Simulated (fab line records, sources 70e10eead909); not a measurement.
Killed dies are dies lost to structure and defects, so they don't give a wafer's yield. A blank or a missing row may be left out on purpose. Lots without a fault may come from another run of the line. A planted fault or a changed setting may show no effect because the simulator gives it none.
Which tool did it? | flow nand_harc | 24 lots, 72 wafers sampled, at 6 steps of a route of 1302

WHAT THE GAUGES READ, wafer by wafer
NHARC_A_ONON_D2_THK_MEAS_02: measures by ellipsometry.
lot  | measured     | on            | thk_nm (nm)
L074 | day 12 02:28 | film_metro-02 | 1002 1001 1001
L075 | day 12 23:14 | film_metro-02 | 1017 1018 1017
L076 | day 13 08:29 | film_metro-02 | 995 994 995
L078 | day 13 16:52 | film_metro-02 | 1001 999 1000
L077 | day 14 00:58 | film_metro-02 | 1001 1003 1000
L079 | day 14 00:58 | film_metro-01 | 995 995 997
L081 | day 14 23:44 | film_metro-01 | 995 993 993
L080 | day 15 05:48 | film_metro-01 | 1007 1007 1007
L082 | day 16 01:19 | film_metro-02 | 999 998 997
L083 | day 16 05:42 | film_metro-01 | 1001 1000 1001
L084 | day 16 01:18 | film_metro-01 | 999 1001 999
L085 | day 16 20:19 | film_metro-01 | 988 987 989
L086 | day 16 20:20 | film_metro-01 | 993 993 992
L087 | day 17 18:09 | film_metro-02 | 1014 1015 1017
L089 | day 18 20:44 | film_metro-01 | 1010 1009 1009
L088 | day 18 19:20 | film_metro-02 | 990 991 990
L090 | day 19 05:45 | film_metro-02 | 1000 999 998
L091 | day 19 06:05 | film_metro-02 | 1008 1009 1008
L092 | day 20 02:37 | film_metro-02 | 996 999 998
L093 | day 20 09:23 | film_metro-01 | 983 983 981
L094 | day 21 01:16 | film_metro-02 | 1005 1007 1007
L095 | day 21 01:16 | film_metro-01 | 992 991 989
L096 | day 21 20:23 | film_metro-02 | 1002 1002 1002
L097 | day 22 07:14 | film_metro-02 | 1007 1006 1007

NHARC_A_ONON_D2_THK_MEAS_11: measures by ellipsometry.
lot  | measured     | on            | thk_nm (nm)
L074 | day 12 04:09 | film_metro-02 | 1022 1020 1020
L075 | day 13 00:55 | film_metro-01 | 986 989 989
L076 | day 13 10:10 | film_metro-01 | 994 992 994
L078 | day 13 18:35 | film_metro-02 | 982 982 983
L077 | day 14 02:40 | film_metro-02 | 987 989 989
L079 | day 14 02:40 | film_metro-01 | 985 985 985
L081 | day 15 01:27 | film_metro-01 | 988 990 989
L080 | day 15 07:31 | film_metro-02 | 1015 1014 1014
L082 | day 16 02:59 | film_metro-01 | 1006 1007 1004
L083 | day 16 07:25 | film_metro-02 | 1005 1004 1005
L084 | day 16 03:00 | film_metro-02 | 1006 1005 1007
L085 | day 16 22:01 | film_metro-01 | 1011 1011 1010
L086 | day 16 22:01 | film_metro-01 | 1011 1010 1010
L087 | day 17 19:51 | film_metro-01 | 1001 1001 1003
L089 | day 18 22:26 | film_metro-01 | 1005 1006 1005
L088 | day 18 21:02 | film_metro-02 | 989 989 991
L090 | day 19 07:26 | film_metro-02 | 1003 1000 1001
L091 | day 19 07:47 | film_metro-01 | 1011 1012 1012
L092 | day 20 04:19 | film_metro-02 | 1018 1020 1018
L093 | day 20 11:05 | film_metro-01 | 996 996 996
L094 | day 21 02:57 | film_metro-01 | 1011 1008 1008
L095 | day 21 02:59 | film_metro-02 | 1006 1007 1006
L096 | day 21 22:14 | film_metro-01 | 974 972 972
L097 | day 22 08:56 | film_metro-01 | 993 993 993

NHARC_A_ONON_D2_THK_MEAS_30: measures by ellipsometry.
lot  | measured     | on            | thk_nm (nm)
L074 | day 12 14:41 | film_metro-02 | 1012 1013 1014
L075 | day 13 13:46 | film_metro-02 | 1008 1007 1008
L076 | day 13 20:20 | film_metro-02 | 993 995 993
L078 | day 14 05:17 | film_metro-02 | 1007 1005 1005
L077 | day 14 13:10 | film_metro-02 | 1004 1003 1004
L079 | day 14 13:13 | film_metro-01 | 996 994 995
L081 | day 15 11:58 | film_metro-02 | 988 989 990
L080 | day 15 18:06 | film_metro-02 | 998 997 997
L082 | day 16 13:35 | film_metro-01 | 981 982 981
L083 | day 16 17:40 | film_metro-01 | 1010 1009 1008
L084 | day 16 13:31 | film_metro-01 | 1009 1009 1012
L085 | day 17 09:54 | film_metro-01 | 987 987 985
L086 | day 17 09:53 | film_metro-02 | 1001 1002 1001
L087 | day 18 06:26 | film_metro-01 | 995 992 995
L089 | day 19 07:35 | film_metro-01 | 1013 1013 1014
L088 | day 19 07:36 | film_metro-02 | 1026 1023 1024
L090 | day 19 17:40 | film_metro-01 | 1003 1002 1000
L091 | day 19 17:41 | film_metro-02 | 992 993 992
L092 | day 20 16:59 | film_metro-01 | 1003 1006 1005
L093 | day 20 21:17 | film_metro-01 | 1023 1025 1021
L094 | day 21 13:48 | film_metro-01 | 1008 1007 1007
L095 | day 21 13:48 | film_metro-02 | 991 990 992
L096 | day 22 09:59 | film_metro-01 | 1003 1003 1003
L097 | day 22 19:33 | film_metro-01 | 1009 1011 1008

NHARC_A_CHANNEL_HOLE_D2_OVL_MEAS_11.
lot  | measured     | on         | overlay_x_nm (nm) | overlay_y_nm (nm)
L074 | day 12 18:03 | overlay-02 | 0.8 0.4 0.6       | 1.1 0.5 0.1
L075 | day 13 19:42 | overlay-02 | -1.3 -1.7 -1.7    | 1.4 1.2 1.2
L076 | day 13 23:41 | overlay-01 | 0.3 0.3 0.0       | 0.5 0.4 0.4
L078 | day 14 11:21 | overlay-02 | 0.1 0.1 0.3       | 0.9 1.3 1.4
L077 | day 14 19:08 | overlay-01 | 0.1 -0.5 0.0      | -0.5 -0.5 -0.7
L079 | day 14 19:35 | overlay-02 | -0.8 -0.4 -0.8    | 1.5 1.7 1.2
L081 | day 15 15:11 | overlay-01 | -0.8 -0.8 -0.5    | 1.3 1.4 0.9
L080 | day 15 23:25 | overlay-02 | -1.2 -1.3 -1.4    | -0.9 -0.6 -1.2
L082 | day 16 17:52 | overlay-01 | 1.2 1.3 0.9       | 0.3 -0.6 0.3
L083 | day 17 00:44 | overlay-01 | -1.9 -1.9 -1.5    | 1.5 1.2 1.1
L084 | day 16 17:18 | overlay-01 | -0.9 -1.2 -0.7    | -0.4 -0.4 -0.2
L085 | day 17 13:19 | overlay-02 | -0.4 -0.9 -0.6    | -0.5 -0.1 -0.8
L086 | day 17 13:08 | overlay-01 | -0.4 -0.6 -0.8    | -1.3 -1.4 -0.7
L087 | day 18 09:49 | overlay-01 | 0.6 -0.3 -0.2     | 1.6 2.0 2.2
L089 | day 19 14:35 | overlay-01 | -0.2 -0.3 -0.7    | 0.5 1.0 0.7
L088 | day 19 15:23 | overlay-02 | 1.3 1.4 1.3       | 1.0 1.4 1.2
L090 | day 19 21:01 | overlay-02 | 0.9 0.0 0.4       | 0.7 -0.2 -0.2
L091 | day 19 21:10 | overlay-01 | 0.8 1.6 0.9       | 0.0 0.0 -1.1
L092 | day 20 20:16 | overlay-01 | -0.8 -0.6 -0.6    | 0.7 0.5 0.4
L093 | day 21 05:18 | overlay-01 | -0.5 -0.1 -0.5    | 0.3 0.1 -0.6
L094 | day 21 17:07 | overlay-01 | -1.1 -0.7 -0.9    | -0.6 0.3 0.1
L095 | day 21 17:16 | overlay-02 | 0.2 0.1 0.3       | -0.9 -1.3 -0.7
L096 | day 22 13:18 | overlay-01 | -0.4 0.4 0.2      | -0.3 -0.1 -0.8
L097 | day 23 00:47 | overlay-01 | -0.9 -0.8 -0.9    | 0.9 0.5 1.1

NHARC_A_CHANNEL_HOLE_D2_CD_MEAS_31.
lot  | measured     | on        | cd_nm (nm)
L074 | day 13 00:52 | cd_sem-03 | 89.9 89.0 91.5
L075 | day 14 02:45 | cd_sem-02 | 90.3 91.8 91.0
L076 | day 14 06:32 | cd_sem-01 | 89.5 89.9 90.0
L078 | day 14 18:12 | cd_sem-02 | 89.1 89.8 91.1
L077 | day 15 04:28 | cd_sem-01 | 89.4 90.0 90.9
L079 | day 15 06:16 | cd_sem-02 | 91.6 89.6 88.4
L081 | day 15 22:01 | cd_sem-01 | 89.7 89.7 90.1
L080 | day 16 06:14 | cd_sem-03 | 89.2 88.9 89.7
L082 | day 17 04:16 | cd_sem-02 | 90.6 89.3 89.6
L083 | day 17 16:10 | cd_sem-02 | 88.6 91.0 89.1
L084 | day 17 00:06 | cd_sem-02 | 90.3 89.0 88.6
L085 | day 17 23:58 | cd_sem-02 | 89.7 89.9 89.4
L086 | day 17 20:49 | cd_sem-02 | 89.9 89.8 89.2
L087 | day 18 16:35 | cd_sem-02 | 91.0 91.2 90.7
L089 | day 19 22:01 | cd_sem-03 | 89.4 89.5 91.0
L088 | day 19 22:13 | cd_sem-03 | 89.2 89.0 90.0
L090 | day 20 03:50 | cd_sem-02 | 91.0 90.3 89.6
L091 | day 20 04:15 | cd_sem-03 | 90.0 91.3 91.6
L092 | day 21 03:04 | cd_sem-03 | 89.4 91.0 90.4
L093 | day 21 14:10 | cd_sem-03 | 88.1 88.0 89.4
L094 | day 21 23:55 | cd_sem-01 | 89.8 91.0 90.4
L095 | day 22 00:04 | cd_sem-03 | 89.2 90.3 91.2
L096 | day 22 20:06 | cd_sem-01 | 90.3 89.9 90.3
L097 | day 23 09:37 | cd_sem-03 | 89.3 89.1 90.7

WHICH TOOL RAN EACH LOT (tool, then ch and the chambers of the sampled wafers, then the start)
lot  | NHARC_A_DECK1_JOINT_ETCHBACK_00
L074 | rie_si-06 ch 0,1,3, day 11 02:56
L075 | rie_si-03 ch 1,3, day 11 21:47
L076 | rie_si-06 ch 0,1,2, day 12 08:11
L078 | rie_si-06 ch 0,3, day 12 17:08
L077 | rie_si-03 ch 0,2, day 13 00:44
L079 | rie_si-06 ch 1,2,3, day 13 04:07
L081 | rie_si-06 ch 0,1,2, day 14 01:59
L080 | rie_si-03 ch 0,1, day 14 05:17
L082 | rie_si-05 ch 0,1, day 15 00:28
L083 | rie_si-05 ch 0,1,2, day 15 04:01
L084 | rie_si-06 ch 0,1,3, day 15 04:02
L085 | rie_si-06 ch 1,3, day 15 19:45
L086 | rie_si-03 ch 0,2,3, day 15 19:46
L087 | rie_si-03 ch 0,2,3, day 16 17:26
L089 | rie_si-05 ch 2,3, day 17 07:11
L088 | rie_si-03 ch 1,2,3, day 17 07:11
L090 | rie_si-06 ch 0,2, day 17 22:41
L091 | rie_si-03 ch 1,2,3, day 18 01:50
L092 | rie_si-03 ch 0,1,3, day 19 01:39
L093 | rie_si-06 ch 1,2, day 19 10:20
L094 | rie_si-03 ch 1,2,3, day 19 19:41
L095 | rie_si-06 ch 1,3, day 20 01:49
L096 | rie_si-05 ch 0,2,3, day 20 13:14
L097 | rie_si-06 ch 0,2,3, day 21 05:25
- NHARC_A_DECK1_JOINT_ETCHBACK_00: etches the open film in HBr, target depth 30 nm, time 17.4 s.

WHAT THE TOOLS THEMSELVES READ (means of the sampled wafers that have a number; where no wafer has one, the mark that the record gives instead)
NHARC_A_DECK1_JOINT_ETCHBACK_00.
lot  | tool      | drypump_motor_current_A (A) | hbr_flow_sccm (sccm) | oes_product_au (a.u.) | throttle_valve_pct (%)
L074 | rie_si-06 | 5.9                         | 150.2                | 0.999                 | 23.271
L075 | rie_si-03 | 5.6                         | 150.0                | 0.995                 | 23.254
L076 | rie_si-06 | 5.9                         | 150.3                | 0.999                 | 23.271
L078 | rie_si-06 | 5.7                         | 149.9                | 0.997                 | 23.264
L077 | rie_si-03 | 6.5                         | 150.2                | 1.003                 | 23.264
L079 | rie_si-06 | 6.0                         | 150.2                | 0.999                 | 23.264
L081 | rie_si-06 | 6.0                         | 150.1                | 0.994                 | 23.265
L080 | rie_si-03 | 6.2                         | 150.2                | 0.991                 | 23.261
L082 | rie_si-05 | 5.8                         | 150.7                | 0.994                 | 23.255
L083 | rie_si-05 | 5.7                         | 150.3                | 0.994                 | 23.263
L084 | rie_si-06 | 5.9                         | 149.8                | 0.999                 | 23.274
L085 | rie_si-06 | 5.9                         | 150.0                | 1.003                 | 23.261
L086 | rie_si-03 | 6.3                         | 149.7                | 0.999                 | 23.267
L087 | rie_si-03 | 6.3                         | 149.8                | 1.000                 | 23.273
L089 | rie_si-05 | 6.2                         | 150.0                | 1.004                 | 23.256
L088 | rie_si-03 | 5.9                         | 149.7                | 1.000                 | 23.266
L090 | rie_si-06 | 5.8                         | 150.1                | 1.000                 | 23.258
L091 | rie_si-03 | 5.9                         | 150.2                | 1.005                 | 23.268
L092 | rie_si-03 | 6.1                         | 150.0                | 0.997                 | 23.267
L093 | rie_si-06 | 6.1                         | 150.1                | 1.009                 | 23.270
L094 | rie_si-03 | 5.9                         | 149.6                | 0.997                 | 23.272
L095 | rie_si-06 | 6.0                         | 149.8                | 1.008                 | 23.269
L096 | rie_si-05 | 6.2                         | 150.6                | 0.998                 | 23.265
L097 | rie_si-06 | 5.9                         | 149.6                | 0.996                 | 23.268

THE ANSWER, worked out from the rows above alone
Rule: what is usual is taken from the lots themselves. Put in order of their means at a reading, lots are off if they are a third of the lots or fewer, leave a main group of 4 or more, and stand apart from it by a gap of 3 or more times the standard deviation of the main group's means; of several such gaps the widest counts. A main group whose means are all the same, to the digits that the tables above print for the reading, isn't used. A lot without any number at a reading at which 4 lots or more have one is off too. The other lots that the step has rows for count as sound. The gauges are gone through in route order, then the tools' own readings, and for those a lot's mean is taken as printed above. The first step at which some lot is off is used, and at that step the reading that is off furthest; a lot without a number counts as furthest.
No lot is off at any reading shown: from this, nothing can be told.

WHAT THE SIMULATOR HAD PUT IN
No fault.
